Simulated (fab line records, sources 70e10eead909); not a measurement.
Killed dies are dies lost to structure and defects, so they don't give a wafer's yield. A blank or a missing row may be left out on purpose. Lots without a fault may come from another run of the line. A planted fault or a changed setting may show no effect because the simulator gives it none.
A struck lot beside a sound one | flow nand_harc | 20 steps out of a route of 1302
Sound: wafers L355.4, L355.5, L355.6. Struck: wafers L356.3, L356.4, L356.6. The cause comes at the end.
At each step with rows: each side's tool, then ch and its chambers, then its first start. Under that, the readings that differ: sound wafers | struck wafers | difference of the means | sigmas: that difference in standard deviations of wafers without a fault.
alike: readings whose means differ by less than 2 such deviations, and words and numbers that are the same on both sides. not compared: withheld readings, readings that some wafer has no value for, bounds like >300 that may hide the same value, and numbers for which the record gives no deviation and whose values overlap.
The two part at a step that has a row with sigmas, a row that says differs or no value, or rows on one side only. Numbers that don't overlap but have no deviation are shown without sigmas and don't part them. A reading that every wafer of one side lacks parts them only if that side has two wafers or more.

NHARC_P_ZERO_WELL_CD_MEAS_11: target cd 500 nm.
  sound on cd_sem-02 ch 0, day 2 17:16; struck on cd_sem-03 ch 0, day 3 03:14
  alike: cd_nm
then, 1 step without rows for these wafers: NHARC_P_ZERO_WELL_HARDBAKE_12 (time 65 s).
NHARC_P_ZERO_WELL_DESCUM_13: chemistry O2, time 3 s.
  sound on rie_diel-01 ch 0,1,2, day 2 17:28; struck on rie_diel-04 ch 0,1,3, day 3 03:24
  alike: drypump_motor_current_A, mfc_ar_sccm, oes_product_au, rf_vpp_V, showerhead_plenum_p_Torr, throttle_valve_pct
  not compared: rf_hours_counter_h
NHARC_P_ZERO_WELL_ETCH_65: etches the open film in N2/H2, target depth 80 nm, overetch 24 nm, time 87.88 s.
  sound on rie_diel-01 ch 0,1,3, day 2 17:34; struck on rie_diel-04 ch 0,2,3, day 3 03:29
  alike: drypump_motor_current_A, mfc_ar_sccm, n2_flow_sccm, oes_product_au, rf_vpp_V, showerhead_plenum_p_Torr, throttle_valve_pct
  not compared: rf_hours_counter_h
NHARC_P_ZERO_WELL_ETCH_62: etches the open film in CHF3/Ar, target depth 13 nm, time 6.5 s.
  sound on rie_diel-01 ch 1,2; struck on rie_diel-04 ch 0,2,3
  alike: drypump_motor_current_A, mfc_ar_sccm, oes_product_au, rf_vpp_V, showerhead_plenum_p_Torr, throttle_valve_pct
  not compared: rf_hours_counter_h
NHARC_P_ZERO_WELL_ETCH_63: etches the open film in HBr/Cl2, target depth 120 nm, time 40.1 s.
  sound on rie_si-05 ch 0,1, day 2 17:44; struck on rie_si-02 ch 1,3, day 3 03:39
  alike: drypump_motor_current_A, hbr_flow_sccm, oes_product_au, throttle_valve_pct
  not compared: rf_hours_counter_h
then, 6 steps without rows for these wafers: NHARC_P_ZERO_WELL_STRIP_15 (strips in SPM, time 900 s); NHARC_P_ZERO_WELL_DEHYDRATE_16 (time 120 s); NHARC_P_ZERO_WELL_HMDS_17 (time 30 s); NHARC_P_ZERO_WELL_COAT_18; NHARC_P_ZERO_WELL_SOFTBAKE_19 (time 95 s); NHARC_P_ZERO_WELL_EBR_20.
NHARC_P_ZERO_WELL_EXPOSE_21: exposes mask P NWELL, target cd 720 nm.
  sound on krf_scanner-02 ch 0, day 2 18:30; struck on krf_scanner-04 ch 0, day 3 04:26
  reading | sound                         | struck                                 | difference | sigmas
  mask    | P_NWELL#0 P_NWELL#0 P_NWELL#0 | P_NWELL_R1#0 P_NWELL_R1#0 P_NWELL_R1#0 | differs    |
then, 2 steps without rows for these wafers: NHARC_P_ZERO_WELL_PEB_22 (peb time 85 s); NHARC_P_ZERO_WELL_DEVELOP_23 (time 70 s).
NHARC_P_ZERO_WELL_CD_MEAS_24: target cd 720 nm.
  sound on cd_sem-02 ch 0, day 2 18:39; struck on cd_sem-01 ch 0, day 3 04:35
  reading    | sound             | struck            | difference | sigmas
  cd_nm (nm) | 718.7 717.8 719.1 | 710.3 710.6 708.3 | -8.8       | -6
then, 1 step without rows for these wafers: NHARC_P_ZERO_WELL_HARDBAKE_25 (time 80 s).
NHARC_P_ZERO_WELL_DESCUM_26: chemistry O2, time 3 s.
  sound on rie_diel-01 ch 2,3, day 2 18:49; struck on rie_diel-07 ch 1,3, day 3 04:46
  reading                      | sound             | struck            | difference | sigmas
  model.P_ZERO_WELL.cd_nm (nm) | 718.8 717.5 718.8 | 709.6 710.4 708.7 | -8.8       |
  alike: drypump_motor_current_A, mfc_ar_sccm, oes_product_au, rf_vpp_V, showerhead_plenum_p_Torr, throttle_valve_pct
  not compared: rf_hours_counter_h
then, 1 step without rows for these wafers: NHARC_P_ZERO_WELL_IMPLANT_27.
-- the record jumps here: 22 days lie between the struck wafers' starts before and after (it left off in module P_ZERO_WELL and takes up again in module END, whose first step shown is number 1302 of the route) --
NHARC_END_SORT_01:
  sound on prober-01 ch 0, day 25 01:49; struck on prober-01 ch 0, day 25 11:44
  reading         | sound    | struck   | difference | sigmas
  killed_at_array | 83 87 77 | 21 17 21 | -63        | -4
  killed_dies     | 90 93 87 | 25 25 24 | -65        | -4
  alike: killed_at_other, killed_at_periphery, killed_open, killed_short

WHERE THEY PART
First at NHARC_P_ZERO_WELL_EXPOSE_21; last, within this record, at NHARC_END_SORT_01.

WHY: what the simulator had put in
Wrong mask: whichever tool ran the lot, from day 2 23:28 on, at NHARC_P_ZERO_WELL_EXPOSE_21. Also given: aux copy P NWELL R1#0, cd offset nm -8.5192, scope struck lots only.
